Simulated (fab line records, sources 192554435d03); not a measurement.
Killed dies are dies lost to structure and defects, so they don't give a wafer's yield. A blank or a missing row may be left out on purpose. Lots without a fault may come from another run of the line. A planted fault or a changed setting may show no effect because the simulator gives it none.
fab line records | flow n5_finfet | part 2 of 2: steps 19 to 29 of 29
record lots=5 wafers=15 last_day=18
route steps=1938 shown DUMMY_GATE@243 SPACER0@258 SD_EPI_N@262
lots that met no fault: from a run of the same line without faults
start_h: hours from the record's first day to the start of the lot's first wafer shown | wait_h: hours since the lot's step before | " the same as in the row above | L1.1+2: a row that stands for several wafers | - no value, or no start given | * or withheld: withheld | < > ~ a bound
route shown NAME@n: a module of which the file shows steps, and the number in the route of the first | usual: mean/standard deviation of fault-free wafers | same: alike in all rows | chamber/n: place in a boat | sites: the reading at each site | _std_site: their standard deviation | _edge_site: outer sites' mean less inner sites' | radius_mm: how far each site lies from the wafer's centre | mask NAME#n: copy n | behind: the tool/chamber that last shaped the wafer | hold: why the lot was held/for how many hours/how that ended | device: the transistor (n, p or np) that didn't switch | end of line: the same wafers' tests at the end of the route | a step without rows: its recipe alone | killed: dies lost to structure and defects at the first sort, not the wafer's yield | map: a wafer's dies, x killed, . not, _ none there
set.NAME: the setting as run; set.NAME@STEP: as run at that earlier step | model.NAME: the simulator's own value behind a step, which no gauge read
lots at some steps of the route; a table a step, a row a wafer
services: from which hour (start_h, from the record's first day; less than 0 if before it) a tool's chamber was out of use, for how many hours, and why
## steps
# step N5_SPACER0_INSPECT_04
# recipe inspect_instrument=darkfield mode=post_dep
# usual raw_defect_count=125/28
# columns lot.wafer tool chamber start_h wait_h raw_defect_count
L078.2 defect_inspect-01 - 72.22 0.1 188
L078.3 " - " " 141
L078.5 " - " " 96
L081.1 defect_inspect-02 - 90.61 0.1 140
L081.3 " - " " 113
L081.4 " - " " 150
L085.1 defect_inspect-01 - 113.51 0.1 123
L085.5 " - " " 100
L085.6 " - " " 166
L089.1 defect_inspect-02 - 139.56 0.1 141
L089.4 " - " " 166
L089.6 " - " " 129
L093.1 defect_inspect-02 - 163.44 0.1 128
L093.2 " - " " 133
L093.6 " - " " 138
# step N5_SD_EPI_N_COAT_32
# recipe resist=SOC temp_c=250 time_s=60 spin_rpm=1500 resist_thk_nm=350
# usual exhaust_pa=45.1/0.82
# columns lot.wafer tool chamber start_h wait_h exhaust_pa
L078.2 litho_track-01 0 72.25 0.0 45.0
L078.3 " 0 " " 45.9
L078.5 " 0 " " 45.1
L081.1 litho_track-01 0 90.64 0.0 44.6
L081.3 " 0 " " 45.3
L081.4 " 0 " " 44.5
L085.1 litho_track-01 0 113.54 0.0 44.5
L085.5 " 0 " " 44.3
L085.6 " 0 " " 44.2
L089.1 litho_track-04 0 139.60 0.0 45.0
L089.4 " 0 " " 43.6
L089.6 " 0 " " 44.4
L093.1 litho_track-01 0 163.48 0.0 45.6
L093.2 " 0 " " 46.1
L093.6 " 0 " " 46.4
# step N5_SD_EPI_N_COAT_33
# recipe resist=SiARC temp_c=220 time_s=60 spin_rpm=1500 resist_thk_nm=35
# usual exhaust_pa=44.9/1.1
# columns lot.wafer tool chamber start_h wait_h exhaust_pa
L078.2 litho_track-01 0 - - 47.1
L078.3 " 0 " " 45.8
L078.5 " 0 " " 45.2
L081.1 litho_track-01 0 - - 44.8
L081.3 " 0 " " 44.0
L081.4 " 0 " " 45.6
L085.1 litho_track-01 0 - - 43.7
L085.5 " 0 " " 45.4
L085.6 " 0 " " 45.2
L089.1 litho_track-04 0 - - 44.0
L089.4 " 0 " " 44.6
L089.6 " 0 " " 44.6
L093.1 litho_track-01 0 - - 45.8
L093.2 " 0 " " 46.0
L093.6 " 0 " " 46.2
# step N5_SD_EPI_N_COAT_03
# recipe resist=CAR-ArF-block spin_rpm=1500 resist_thk_nm=150
# usual exhaust_pa=45.1/0.78
# columns lot.wafer tool chamber start_h wait_h exhaust_pa
L078.2 litho_track-01 0 - - 43.8
L078.3 " 0 " " 45.0
L078.5 " 0 " " 44.6
L081.1 litho_track-01 0 - - 43.6
L081.3 " 0 " " 45.0
L081.4 " 0 " " 45.4
L085.1 litho_track-01 0 - - 45.1
L085.5 " 0 " " 44.6
L085.6 " 0 " " 46.2
L089.1 litho_track-04 0 - - 45.9
L089.4 " 0 " " 46.2
L089.6 " 0 " " 45.8
L093.1 litho_track-01 0 - - 45.7
L093.2 " 0 " " 45.5
L093.6 " 0 " " 45.7
# step N5_SD_EPI_N_EBR_05
# recipe solvent=PGMEA ebr_width_mm=1.5
# usual exhaust_pa=45.0/0.88
# columns lot.wafer tool chamber start_h wait_h exhaust_pa
L078.2 litho_track-01 0 - - 45.2
L078.3 " 0 " " 44.5
L078.5 " 0 " " 43.7
L081.1 litho_track-01 0 - - 45.4
L081.3 " 0 " " 45.2
L081.4 " 0 " " 44.7
L085.1 litho_track-01 0 - - 45.7
L085.5 " 0 " " 44.7
L085.6 " 0 " " 46.7
L089.1 litho_track-04 0 - - 43.3
L089.4 " 0 " " 44.8
L089.6 " 0 " " 44.8
L093.1 litho_track-01 0 - - 44.4
L093.2 " 0 " " 44.4
L093.6 " 0 " " 44.2
# step N5_SD_EPI_N_SOFTBAKE_04
# recipe temp_c=110 time_s=60 resist=CAR-ArF-block
# usual exhaust_pa=45.1/0.87
# columns lot.wafer tool chamber start_h wait_h exhaust_pa
L078.2 litho_track-01 0 - - 46.2
L078.3 " 0 " " 47.7
L078.5 " 0 " " 46.5
L081.1 litho_track-01 0 - - 45.9
L081.3 " 0 " " 45.5
L081.4 " 0 " " 45.6
L085.1 litho_track-01 0 - - 44.8
L085.5 " 0 " " 44.9
L085.6 " 0 " " 45.7
L089.1 litho_track-04 0 - - 45.4
L089.4 " 0 " " 44.5
L089.6 " 0 " " 45.0
L093.1 litho_track-01 0 - - 44.2
L093.2 " 0 " " 44.2
L093.6 " 0 " " 44.0
# step N5_SD_EPI_N_EXPOSE_06
# recipe mask_id=SD_N_BLK na=1.35 source_shape=conventional sigma_outer=0.8 polarization=unpolarized target_cd_nm=120 dose_mj=39.75
# usual stage_vel_mm_s=500.03/0.23
# same sigma_outer=0.8
# columns lot.wafer tool chamber start_h wait_h mask stage_vel_mm_s
L078.2 arfi_scanner-03 0 72.50 - SD_N_BLK#0 500.53
L078.3 " 0 " " SD_N_BLK#0 500.04
L078.5 " 0 " " SD_N_BLK#0 500.45
L081.1 arfi_scanner-03 0 90.76 - SD_N_BLK#0 500.13
L081.3 " 0 " " SD_N_BLK#0 500.31
L081.4 " 0 " " SD_N_BLK#0 500.36
L085.1 arfi_scanner-01 0 113.78 - SD_N_BLK#0 500.18
L085.5 " 0 " " SD_N_BLK#0 499.90
L085.6 " 0 " " SD_N_BLK#0 499.76
L089.1 arfi_scanner-02 0 139.84 - SD_N_BLK#0 500.01
L089.4 " 0 " " SD_N_BLK#0 499.97
L089.6 " 0 " " SD_N_BLK#0 499.96
L093.1 arfi_scanner-01 0 163.59 - SD_N_BLK#0 500.15
L093.2 " 0 " " SD_N_BLK#0 500.70
L093.6 " 0 " " SD_N_BLK#0 500.17
# step N5_SD_EPI_N_PEB_07
# recipe peb_temp_c=110 peb_time_s=60 resist=CAR-ArF-block
# usual exhaust_pa=45.2/0.86
# columns lot.wafer tool chamber start_h wait_h exhaust_pa
L078.2 litho_track-05 0 72.55 0.0 43.5
L078.3 " 0 " " 43.3
L078.5 " 0 " " 44.6
L081.1 litho_track-01 0 90.82 0.1 45.1
L081.3 " 0 " " 44.3
L081.4 " 0 " " 43.7
L085.1 litho_track-01 0 113.84 0.1 44.8
L085.5 " 0 " " 46.3
L085.6 " 0 " " 43.6
L089.1 litho_track-05 0 139.90 0.1 45.5
L089.4 " 0 " " 45.4
L089.6 " 0 " " 45.3
L093.1 litho_track-05 0 163.65 0.1 43.5
L093.2 " 0 " " 45.2
L093.6 " 0 " " 45.7
# step N5_SD_EPI_N_DEVELOP_08
# recipe develop_time_s=30 developer=TMAH resist=CAR-ArF-block dev_temp_c=23 rinse_liquid=diw dry=air_spin
# usual exhaust_pa=45.0/0.98
# columns lot.wafer tool chamber start_h wait_h exhaust_pa
L078.2 litho_track-05 0 - - 44.8
L078.3 " 0 " " 45.6
L078.5 " 0 " " 45.0
L081.1 litho_track-01 0 - - 46.6
L081.3 " 0 " " 48.0
L081.4 " 0 " " 46.4
L085.1 litho_track-01 0 - - 44.6
L085.5 " 0 " " 43.5
L085.6 " 0 " " 43.9
L089.1 litho_track-05 0 - - 43.3
L089.4 " 0 " " 43.5
L089.6 " 0 " " 44.1
L093.1 litho_track-05 0 - - 45.2
L093.2 " 0 " " 45.4
L093.6 " 0 " " 44.5
# step N5_SD_EPI_N_CD_MEAS_09
# recipe target_cd_nm=120 landing_energy_ev=500 detector=se_inlens
# usual cd_nm=120.0/0.51
# columns lot.wafer tool chamber start_h wait_h cd_nm
L078.2 cd_sem-03 0 72.62 - 120.3
L078.3 " 0 " " 119.6
L078.5 " 0 " " 120.1
L081.1 cd_sem-02 0 90.89 - 120.8
L081.3 " 0 " " 120.1
L081.4 " 0 " " 120.4
L085.1 cd_sem-03 0 113.91 - 120.6
L085.5 " 0 " " 120.8
L085.6 " 0 " " 120.0
L089.1 cd_sem-01 0 139.96 - 119.6
L089.4 " 0 " " 119.9
L089.6 " 0 " " 119.0
L093.1 cd_sem-02 0 163.72 - 119.3
L093.2 " 0 " " 119.6
L093.6 " 0 " " 118.8
# step N5_SD_EPI_N_OVL_MEAS_10
# recipe points_per_wafer=44
# usual SD_N_BLK_OVL=-0.1/0.82
# columns lot.wafer tool chamber start_h wait_h SD_N_BLK_OVL[nm]
L078.2 overlay-01 0 72.65 0.0 -0.1
L078.3 " 0 " " -0.5
L078.5 " 0 " " -0.4
L081.1 overlay-02 0 90.92 0.0 1.0
L081.3 " 0 " " 1.0
L081.4 " 0 " " -0.2
L085.1 overlay-02 0 113.94 0.0 -1.3
L085.5 " 0 " " -2.2
L085.6 " 0 " " -2.1
L089.1 overlay-01 0 140.00 0.0 -1.0
L089.4 " 0 " " 0.5
L089.6 " 0 " " -0.3
L093.1 overlay-02 0 163.75 0.0 0.6
L093.2 " 0 " " 0.1
L093.6 " 0 " " 0.0
## services
# columns tool chamber start_h hours kind
arfi_scanner-02 - 47.63 1.0 repair
arfi_scanner-03 - 53.71 1.3 pm
rie_si-03 3 56.52 17.9 repair
ald_sin-01 0 56.88 8.5 repair
arfi_scanner-01 - 63.22 0.8 pm
rie_si-06 1 78.48 1.5 repair
arfi_scanner-02 - 83.24 4.8 pm
arfi_scanner-02 - 88.04 1.0 pm
rie_si-01 - 88.11 0.8 repair
arfi_scanner-03 - 88.74 0.6 repair
arfi_scanner-02 - 89.78 1.1 repair
arfi_scanner-01 - 90.00 1.0 pm
arfi_scanner-02 - 91.91 1.3 pm
rie_diel-03 1 92.93 14.9 repair
rie_si-03 0 120.10 18.1 repair
arfi_scanner-03 - 124.27 3.9 pm
rie_diel-06 2 125.76 11.1 repair
arfi_scanner-03 - 139.15 0.8 pm
arfi_scanner-01 - 143.29 4.9 pm
arfi_scanner-03 - 144.44 1.0 pm
rie_diel-03 1 145.19 1.6 repair
arfi_scanner-03 - 151.05 3.1 pm
rie_diel-06 - 158.33 2.8 pm
rie_diel-06 2 163.27 9.2 repair
